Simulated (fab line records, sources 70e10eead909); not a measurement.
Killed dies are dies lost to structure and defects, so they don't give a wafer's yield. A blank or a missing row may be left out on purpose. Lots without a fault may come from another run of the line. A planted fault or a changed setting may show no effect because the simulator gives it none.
A struck lot beside a sound one | flow nand_harc | 19 steps out of a route of 1302
Sound: wafers L163.3, L163.4, L163.5. Struck: wafers L164.2, L164.6. (L164.3 of the same lot was not struck and is left out.) The cause comes at the end.
At each step with rows: each side's tool, then ch and its chambers, then its first start. Under that, the readings that differ: sound wafers | struck wafers | difference of the means | sigmas: that difference in standard deviations of wafers without a fault.
alike: readings whose means differ by less than 2 such deviations, and words and numbers that are the same on both sides. not compared: withheld readings, readings that some wafer has no value for, bounds like >300 that may hide the same value, and numbers for which the record gives no deviation and whose values overlap.
The two part at a step that has a row with sigmas, a row that says differs or no value, or rows on one side only. Numbers that don't overlap but have no deviation are shown without sigmas and don't part them. A reading that every wafer of one side lacks parts them only if that side has two wafers or more.

NHARC_A_DECK1_JOINT_CMP_13: polishes, target thk 51.023 nm.
  sound on cmp-02 ch 0,2, day 13 20:59; struck on cmp-02 ch 0,3, day 14 15:33
  alike: motor_current_A, time_to_endpoint_s
NHARC_A_DECK1_JOINT_THK_MEAS_14: measures by ellipsometry.
  sound on film_metro-01, day 13 21:14; struck on film_metro-02, day 14 15:49
  alike: thk_nm
then, 1 step without rows for these wafers: NHARC_A_DECK1_JOINT_SRD_04.
NHARC_A_DECK1_JOINT_ETCHBACK_00: etches the open film in HBr, target depth 30 nm, time 17.4 s.
  sound on rie_si-03 ch 0,1,2, day 13 21:22; struck on rie_si-05 ch 0,1, day 14 15:57
  alike: chamber_pressure_mTorr, drypump_motor_current_A, oes_product_au, throttle_valve_pct
  not compared: rf_hours_counter_h
then, 8 steps without rows for these wafers: NHARC_A_DECK1_JOINT_PRECLEAN_30 (cleans in SC1); NHARC_A_DECK1_JOINT_SRD_31; NHARC_A_DECK1_JOINT_CVD_34 (deposits SiNx, target thk 20 nm); NHARC_A_DECK1_JOINT_DEP_06 (deposits SiOx, target thk 80 nm); NHARC_A_DECK1_JOINT_CURE_26 (time 32 s); NHARC_A_DECK1_JOINT_ANNEAL_27 (time 3600 s); NHARC_A_DECK1_JOINT_ANNEAL_28 (time 1800 s); NHARC_A_DECK1_JOINT_ANNEAL_29 (time 1800 s).
NHARC_A_DECK1_JOINT_CMP_02: polishes SiOx.
  sound on cmp-01 ch 1,2, day 14 17:21; struck on cmp-01 ch 1, day 15 19:22
  alike: motor_current_A
then, 1 step without rows for these wafers: NHARC_A_DECK1_JOINT_SRD_15.
NHARC_A_DECK1_JOINT_DEP_16: deposits SiO2, target thk 45 nm.
  sound on pecvd-02 ch 0,2, day 14 17:45; struck on pecvd-01 ch 1,2, day 15 19:45
  alike: heater_power_w, showerhead_vpp_V, throttle_valve_pct
NHARC_A_DECK1_JOINT_THK_MEAS_17: measures by ellipsometry.
  sound on film_metro-01, day 14 18:01; struck on film_metro-02, day 15 20:00
  alike: thk_nm
NHARC_A_DECK1_JOINT_INSPECT_05:
  sound on defect_inspect-02, day 14 18:04; struck on defect_inspect-01, day 15 20:02
  reading          | sound       | struck    | difference | sigmas
  raw_defect_count | 239 296 637 | 1314 1249 | +891       | +8
then, 1 step without rows for these wafers: NHARC_A_ONON_D2_DEP_00 (target thk 1000 nm).
-- the record jumps here: 12 days lie between the struck wafers' starts before and after (it left off in module A_ONON_D2 and takes up again in module END, whose first step shown is number 1302 of the route) --
NHARC_END_SORT_01:
  the record has rows for the struck wafers here (prober-01 ch 0, day 27 16:44) and none for the sound ones

WHERE THEY PART
First at NHARC_A_DECK1_JOINT_INSPECT_05; last, within this record, at NHARC_END_SORT_01.

WHY: what the simulator had put in
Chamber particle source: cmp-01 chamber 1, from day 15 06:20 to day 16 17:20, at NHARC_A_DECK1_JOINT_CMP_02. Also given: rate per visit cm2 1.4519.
